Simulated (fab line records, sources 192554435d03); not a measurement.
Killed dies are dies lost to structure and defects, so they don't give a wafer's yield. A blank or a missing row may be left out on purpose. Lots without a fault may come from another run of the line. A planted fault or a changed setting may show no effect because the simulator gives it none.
Chamber matching | flow n5_finfet | N5_BEOL_M8_DESCUM_33 on rie_diel-06: 4 sister chambers
The step chemistry O2, time 7 s. 7 wafers are shown with their chamber, then 7 later ones without.

WAFERS WITH THEIR CHAMBER
wafer  | chamber | showerhead_plenum_p_Torr (Torr) | throttle_valve_pct (%)
L080.3 | 0       | 2.07                            | 20.87
L080.5 | 3       | 2.21                            | 20.26
L088.1 | 0       | 2.06                            | 20.53
L088.4 | 2       | 1.99                            | 20.89
L088.6 | 1       | 2.21                            | 20.60
L089.2 | 2       | 1.99                            | 20.92
L089.3 | 1       | 2.21                            | 20.62

WAFERS WITHOUT THEIR CHAMBER
wafer  | showerhead_plenum_p_Torr (Torr) | throttle_valve_pct (%)
L089.5 | 2.20                            | 20.29
L092.2 | 1.99                            | 20.92
L092.3 | 2.20                            | 20.62
L092.5 | 1.99                            | 20.92
L093.1 | 2.20                            | 20.63
L093.4 | 1.99                            | 20.93
L093.6 | 2.06                            | 20.55

WHICH CHAMBER EACH WENT THROUGH
wafer  | from the rows above     | in truth
L089.5 | can't be placed: 3 or 1 | 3
L092.2 | 2                       | 2
L092.3 | can't be placed: 1 or 3 | 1
L092.5 | 2                       | 2
L093.1 | can't be placed: 1 or 3 | 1
L093.4 | 2                       | 2
L093.6 | 0                       | 0
Placed correctly: 4 of 7. Can't be placed from these rows: 3 (the true chamber is among the candidates in 3). Placed wrongly: 0.
How it was worked out, from the rows above alone: a wafer's distance from a chamber is the root of the sum, over the readings, of the square of ((its reading less the chamber's mean) divided by the reading's scatter). The wafer belongs to the nearest chamber; if the next one is less than 2 further off, it can't be placed. A chamber's mean is the mean of its shown wafers. The scatter: the root of (the sum of the squares of (reading less its chamber's mean) over the shown wafers, divided by (wafers less chambers)).
